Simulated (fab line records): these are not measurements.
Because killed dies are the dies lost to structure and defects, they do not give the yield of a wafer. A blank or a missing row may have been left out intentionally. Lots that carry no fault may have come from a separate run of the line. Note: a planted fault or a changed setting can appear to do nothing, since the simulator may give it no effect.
Chamber matching	flow n5_finfet	N5_BEOL_M4_ETCH_63 on rie_diel-05 has 4 sister chambers
The step etches SiARC in CF4, target depth 15.6 nm, time 26 s. 18 wafers are shown with their chamber, then 9 later ones without.

WAFERS, EACH WITH ITS CHAMBER
wafer	chamber	drypump_motor_current_A (A)	showerhead_plenum_p_Torr (Torr)	etch_rf_on_time_s (s)
L075.3	3	5.7	2.09	27.3
L075.4	0	5.4	2.07	26.4
L075.6	3	5.8	2.09	27.0
L076.2	1	5.4	2.12	25.8
L076.3	3	5.7	2.09	26.7
L076.5	1	5.4	2.12	25.7
L088.1	3	5.8	2.08	27.4
L088.3	2	6.5	2.27	27.3
L088.4	0	5.4	2.07	26.7
L089.3	1	5.4	2.11	25.0
L089.4	2	6.5	2.27	27.7
L089.5	2	6.5	2.27	27.5
L092.1	1	5.4	2.11	24.8
L092.4	2	6.5	2.27	27.8
L092.6	2	6.5	2.27	27.5
L091.2	1	5.4	2.11	24.7
L091.4	2	6.5	2.27	27.3
L091.5	3	5.7	2.08	27.0

SIGNATURES (means of the wafers above)
reading	chamber 0	chamber 1	chamber 2	chamber 3	scatter within a chamber
drypump_motor_current_A	5.400	5.400	6.500	5.740	0.0293
showerhead_plenum_p_Torr	2.0700	2.1140	2.2700	2.0860	0.00414
etch_rf_on_time_s	26.550	25.200	27.517	27.080	0.34
Rule: for a wafer and a chamber, the distance is found by dividing, reading by reading, the gap between the wafer's reading and the chamber's mean by the reading's scatter, squaring, summing and taking the root. If the next closest chamber is less than 2 further off than the closest, the wafer can't be placed; otherwise it belongs to the closest. The scatter: the root of (the sum of the squares of (reading less its chamber's mean) over the shown wafers, divided by (wafers less chambers)).

WAFERS WITH NO CHAMBER GIVEN
wafer	drypump_motor_current_A (A)	showerhead_plenum_p_Torr (Torr)	etch_rf_on_time_s (s)
L094.2	5.8	2.08	27.4
L094.3	6.4	2.27	27.5
L094.6	5.7	2.08	27.3
L095.1	5.4	2.06	26.7
L095.3	5.7	2.08	27.0
L095.5	5.4	2.06	26.7
L096.1	5.4	2.06	26.5
L096.2	6.5	2.26	27.3
L096.5	5.7	2.08	26.9

WHICH CHAMBER EACH ONE RAN IN
wafer	from the rows above	in truth
L094.2	3	3
L094.3	2	2
L094.6	3	3
L095.1	0	0
L095.3	3	3
L095.5	0	0
L096.1	0	0
L096.2	2	2
L096.5	3	3
Correct placement for 9 of the 9. From these rows, 0 cannot be placed. Placed wrongly: 0.
